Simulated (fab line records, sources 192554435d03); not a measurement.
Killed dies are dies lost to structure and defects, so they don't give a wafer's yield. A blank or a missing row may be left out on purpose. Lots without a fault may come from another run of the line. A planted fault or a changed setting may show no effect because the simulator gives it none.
Which tool did it? | flow n5_finfet | 10 lots, 30 wafers sampled, at 4 steps of a route of 1938

WHAT THE GAUGES READ, wafer by wafer
N5_BEOL_M7_CD_MEAS_35: target cd 40 nm. Usual: cd_nm 40.0 nm, standard deviation 0.48.
lot  | measured     | on        | cd_nm (nm)     | flag
L303 | day 8 10:08  | cd_sem-03 | 39.8 40.1 40.3 |
L306 | day 9 05:14  | cd_sem-03 | 39.5 39.6 38.6 |
L309 | day 10 11:28 | cd_sem-02 | 40.4 40.6 40.8 |
L310 | day 11 14:56 | cd_sem-03 | 39.8 39.6 39.1 |
L313 | day 11 19:06 | cd_sem-03 | 39.9 39.8 40.0 |
L315 | day 12 09:10 | cd_sem-01 | 39.2 39.8 40.3 |
L317 | day 12 16:17 | cd_sem-01 | 40.1 40.0 39.6 |
L316 | day 12 16:40 | cd_sem-01 | 40.3 40.7 40.2 |
L319 | day 13 06:18 | cd_sem-03 | 40.6 40.5 40.3 |
L326 | day 14 22:29 | cd_sem-02 | 40.0 39.9 39.3 |

N5_BEOL_M8_THK_MEAS_01. Usual: M8_ILD_THK 155.1 nm, standard deviation 1.7.
lot  | measured     | on            | M8_ILD_THK (nm)   | flag
L303 | day 8 12:59  | film_metro-02 | 153.8 156.2 156.8 |
L306 | day 9 10:00  | film_metro-02 | 154.3 155.3 156.0 |
L309 | day 10 15:29 | film_metro-02 | 152.7 155.2 154.0 |
L310 | day 11 17:55 | film_metro-01 | 154.2 157.4 158.8 |
L313 | day 11 23:24 | film_metro-02 | 153.2 153.8 156.3 |
L315 | day 12 12:14 | film_metro-01 | 153.3 153.4 155.1 |
L317 | day 12 19:29 | film_metro-01 | 202.4 156.8 156.6 | OFF
L316 | day 12 20:42 | film_metro-02 | 155.8 203.9 208.3 | OFF
L319 | day 13 12:52 | film_metro-01 | 154.6 153.8 153.7 |
L326 | day 15 01:39 | film_metro-02 | 152.3 153.9 157.0 |

WHICH TOOL RAN EACH LOT (tool, then ch and the chambers of the sampled wafers, then the start)
lot  | N5_BEOL_M7_ETCH_41                            | N5_BEOL_M8_ILD_DEP_00
L303 | rie_diel-02 ch 2,3, day 8 10:08 or earlier    | pecvd-03 ch 0,1, day 8 12:23
L306 | rie_diel-02 ch 0,1, day 9 05:14 or earlier    | pecvd-01 ch 1,2, day 9 09:25
L309 | rie_diel-02 ch 0,1,3, day 10 11:28 or earlier | pecvd-04 ch 0,1, day 10 14:53
L310 | rie_diel-06 ch 0,1,3, day 11 14:56 or earlier | pecvd-04 ch 0,1,2, day 11 17:20
L313 | rie_diel-05 ch 0,1,3, day 11 19:06 or earlier | pecvd-01 ch 0,2, day 11 22:49
L315 | rie_diel-06 ch 1,2,3, day 12 09:10 or earlier | pecvd-04 ch 0,1,2, day 12 11:27
L317 | rie_diel-02 ch 1,2,3, day 12 16:17 or earlier | pecvd-04 ch 0,1,2, day 12 18:55
L316 | rie_diel-02 ch 0,1,3, day 12 16:40 or earlier | pecvd-04 ch 0,2, day 12 19:53
L319 | rie_diel-06 ch 0,1,2, day 13 06:18 or earlier | pecvd-01 ch 0,1,2, day 13 12:17
L326 | rie_diel-02 ch 1,2,3, day 14 22:29 or earlier | pecvd-01 ch 1,2, day 15 00:52
- N5_BEOL_M7_ETCH_41: etches SiCN in CH3F/O2, target depth 31.9 nm, time 57.8 s.
- N5_BEOL_M8_ILD_DEP_00: deposits SiCOH lowk from DEMS/porogen, target thk 179.75 nm, time 33.4 s.

WHAT THE TOOLS THEMSELVES READ (means of the sampled wafers that have a number; where no wafer has one, the mark that the record gives instead)
N5_BEOL_M7_ETCH_41. Usual: bias_w 75.00 W, standard deviation 0.21; drypump_motor_current_A 5.8 A, standard deviation 0.53; oes_product_au 0.80 a.u., standard deviation 0.078; rf_fwd_power_W 391.5 W, standard deviation 1.7; rf_vpp_V 297.6 V, standard deviation 1.6; showerhead_plenum_p_Torr 2.02 Torr, standard deviation 0.07; throttle_valve_pct 16.33 %, standard deviation 0.23.
lot  | tool        | bias_w (W) | drypump_motor_current_A (A) | oes_product_au (a.u.) | rf_fwd_power_W (W) | rf_vpp_V (V) | showerhead_plenum_p_Torr (Torr) | throttle_valve_pct (%) | flag
L303 | rie_diel-02 | 75.05      | 5.6                         | 0.85                  | 391.5              | 297.1        | 1.97                            | 16.12                  |
L306 | rie_diel-02 | 75.01      | 5.2                         | 0.86                  | 392.7              | 299.0        | 2.11                            | 16.41                  |
L309 | rie_diel-02 | 74.87      | 5.7                         | 0.83                  | 393.5              | 298.5        | 2.08                            | 16.30                  |
L310 | rie_diel-06 | 75.13      | 5.9                         | 0.79                  | 390.6              | 295.8        | 1.96                            | 16.24                  |
L313 | rie_diel-05 | 75.09      | 5.7                         | 0.86                  | 391.1              | 297.9        | 2.05                            | 16.20                  |
L315 | rie_diel-06 | 75.15      | 6.2                         | 0.75                  | 390.3              | 295.7        | 1.95                            | 16.41                  |
L317 | rie_diel-02 | 75.13      | 5.7                         | 0.79                  | 393.1              | 298.2        | 2.01                            | 16.23                  |
L316 | rie_diel-02 | 74.90      | 5.7                         | 0.82                  | 392.0              | 298.4        | 2.07                            | 16.32                  |
L319 | rie_diel-06 | 74.89      | 5.9                         | 0.75                  | 389.3              | 296.9        | 1.97                            | 16.32                  |
L326 | rie_diel-02 | 75.01      | 5.7                         | 0.77                  | 391.5              | 298.3        | 2.00                            | 16.26                  |

N5_BEOL_M8_ILD_DEP_00. Usual: heater_power_w 266 W, standard deviation 42; rf_fwd_power_W 495.6 W, standard deviation 2; showerhead_plenum_p_Torr 5.734 Torr, standard deviation 0.012; susceptor_temp_C 299.99 C, standard deviation 0.18; throttle_valve_pct 13.6 %, standard deviation 0.51.
lot  | tool     | heater_power_w (W) | rf_fwd_power_W (W) | showerhead_plenum_p_Torr (Torr) | susceptor_temp_C (C) | throttle_valve_pct (%) | flag
L303 | pecvd-03 | 266                | 494.2              | 5.732                           | 299.91               | 13.5                   |
L306 | pecvd-01 | 212                | 498.7              | 5.744                           | 299.96               | 13.9                   |
L309 | pecvd-04 | 311                | 494.2              | 5.726                           | 300.11               | 13.8                   |
L310 | pecvd-04 | 276                | 495.0              | 5.734                           | 300.01               | 13.6                   |
L313 | pecvd-01 | 222                | 496.2              | 5.749                           | 299.96               | 13.8                   |
L315 | pecvd-04 | 275                | 495.6              | 5.741                           | 300.13               | 13.7                   |
L317 | pecvd-04 | 282                | 495.1              | 5.733                           | 300.20               | 13.7                   |
L316 | pecvd-04 | 308                | 495.1              | 5.738                           | 299.85               | 13.4                   |
L319 | pecvd-01 | 222                | 497.9              | 5.749                           | 300.03               | 13.9                   |
L326 | pecvd-01 | 210                | 494.2              | 5.754                           | 299.88               | 13.9                   |

THE ANSWER, worked out from the rows above alone
Rule: a lot is off if the mean of its wafers that have a number lies more than 3 standard deviations from the usual mean. A lot without any number at a reading at which 4 lots or more have one is off too. The other lots that the step has rows for count as sound. The gauges are gone through in route order, then the tools' own readings, and for those a lot's mean is taken as printed above. The first step at which some lot is off is used, and at that step the reading that is off furthest; a lot without a number counts as furthest.
Off: L317, L316, at N5_BEOL_M8_THK_MEAS_01 (M8_ILD_THK).
A tool fits if, at a process step before that reading, it ran every lot that is off, and no sound lot after the first of them. The gauges at N5_BEOL_M8_THK_MEAS_01 are tried like those tools. N5_BEOL_M7_ETCH_41 gives no start for some lots, so the hours and the order of its lots are those of N5_BEOL_M7_CD_MEAS_35. One fits: pecvd-04 at N5_BEOL_M8_ILD_DEP_00. Its last sound lot is L315 (day 12 11:27), its first lot that is off L317 (day 12 18:55): a fault that began between those two fits.

WHAT THE SIMULATOR HAD PUT IN
Process parameter drift: pecvd-04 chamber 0, from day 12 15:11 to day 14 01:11, at N5_BEOL_M8_ILD_DEP_00. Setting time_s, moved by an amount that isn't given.
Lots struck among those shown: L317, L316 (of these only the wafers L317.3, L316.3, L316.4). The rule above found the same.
